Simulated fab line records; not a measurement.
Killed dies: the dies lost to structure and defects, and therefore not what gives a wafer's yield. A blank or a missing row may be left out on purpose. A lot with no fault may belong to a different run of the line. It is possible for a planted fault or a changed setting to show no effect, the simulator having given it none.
One fault through the eyes of 2 desks ; flow n5Finfet ; each desk has only its own numbers; what lay behind them comes last

## TOOL OWNER'S DESK, rieDiel-03
The tool's own readings at N5_BEOL_M4_ETCH_64 (etches SOC in N2/H2, target depth 75 nm, overetch 22.5 nm, time 121.9 s): means of the sampled wafers that have a number, for each lot that ran on this tool. If a lot's mean is further than 4 standard deviations from the usual mean, the lot is out of limits and carries the mark OUT (the distance appears in the brackets).
Columns: A = drypumpMotorCurrentA at N5_BEOL_M4_ETCH_64, usual 5.6 A; B = n2FlowSccm at N5_BEOL_M4_ETCH_64, usual 200.1 sccm; C = oesProductAu at N5_BEOL_M4_ETCH_64, usual 0.62 a.u.; D = rfVppV at N5_BEOL_M4_ETCH_64, usual 525.4 V; E = showerheadPlenumPTorr at N5_BEOL_M4_ETCH_64, usual 2.59 Torr; F = throttleValvePct at N5_BEOL_M4_ETCH_64, usual 17.8 %
lot;first seen here;A;B;C;D;E;F
L883;day 7 18:35;5.6;200.5;0.62;525.5;2.59;17.7
L886;day 8 13:03;5.3;200.3;0.65;528.0;2.68;17.6
L896;day 11 06:50;5.1;200.3;0.65;528.3;2.69;17.7
L900;day 12 14:10;5.5;200.5;0.87;527.9;2.69;17.6
L902;day 13 01:43;5.2;201.3;0.70;524.8;2.56;18.1
Finding of this desk: none of the 5 lots has anything out of limits.

## FROM THE METROLOGY DESK
Means of the sampled wafers that have a number, per lot and without regard to the tool the lot ran on: this is what the gauges read. If a lot's mean is further than 4 standard deviations from the usual mean, the lot is out of limits and carries the mark OUT (the distance appears in the brackets). Readings shown: 7 out of 13 (the first out of limits, and those lying furthest out on some lot).
Columns: A = cdNm at N5_BEOL_M4_CD_MEAS_18, usual 18.2 nm; B = trenchDepthNm at N5_BEOL_M4_OCD_MEAS_38, usual 55.5 nm; C = M4_THK at N5_BEOL_M4_THK_MEAS_53, usual 40.2 nm; D = DIBL_N at N5_BEOL_M4_RC_MEAS_101, usual 37.5 mV/V; E = DIBL_P at N5_BEOL_M4_RC_MEAS_101, usual 38 mV/V; F = IOFF_N at N5_BEOL_M4_RC_MEAS_101, usual 0.19 nA/um; G = IOFF_P at N5_BEOL_M4_RC_MEAS_101, usual 0.24 nA/um
lot;first seen here;A;B;C;D;E;F;G
L882;day 7 10:52;17.9;55.2;38.5;37.2;38;0.18;0.23
L883;day 7 19:11;17.5;54.6;39.6;37.3;39;0.18;0.24
L886;day 8 13:24;17.6;57.0;40.4;38.7;40;0.23;0.29
L893;day 11 01:43;18.4;56.3;41.2;39.3;41;0.26;0.32
L896;day 11 07:34;17.8;55.7;41.3;36.9;37;0.15;0.23
L900;day 12 14:31;16.9;5.9 (-35) OUT;-;-;-;-;-
L902;day 13 02:13;17.4;29.2 (-19) OUT;38.0;40.5;38;0.23;0.26
L904;day 13 10:11;18.7;55.8;39.9;36.6;38;0.17;0.22
L905;day 13 17:21;18.1;56.5;41.8;36.3;38;0.17;0.23
Finding of this desk: L900, L902 out of limits; the first was L900 at day 12 16:12, on trenchDepthNm at N5_BEOL_M4_OCD_MEAS_38. L882, L883, L886, L893, L896, L904, L905: within limits.

## PUT TOGETHER
The metrology desk could have raised an alarm at day 12 16:12, on L900, L902.
The tool owner's desk saw nothing out of limits.
Tool owner's desk: L900, L902 on record, inside its limits.
On rieDiel-03, each named lot ran N5_BEOL_M4_ETCH_64.

## WHAT WAS PUT IN BY THE SIMULATOR
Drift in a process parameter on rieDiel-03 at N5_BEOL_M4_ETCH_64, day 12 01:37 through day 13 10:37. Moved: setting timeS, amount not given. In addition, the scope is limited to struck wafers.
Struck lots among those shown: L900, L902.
Per desk, hours elapsed from the start of the fault to the first reading out of limits: for the metrology desk, 15.
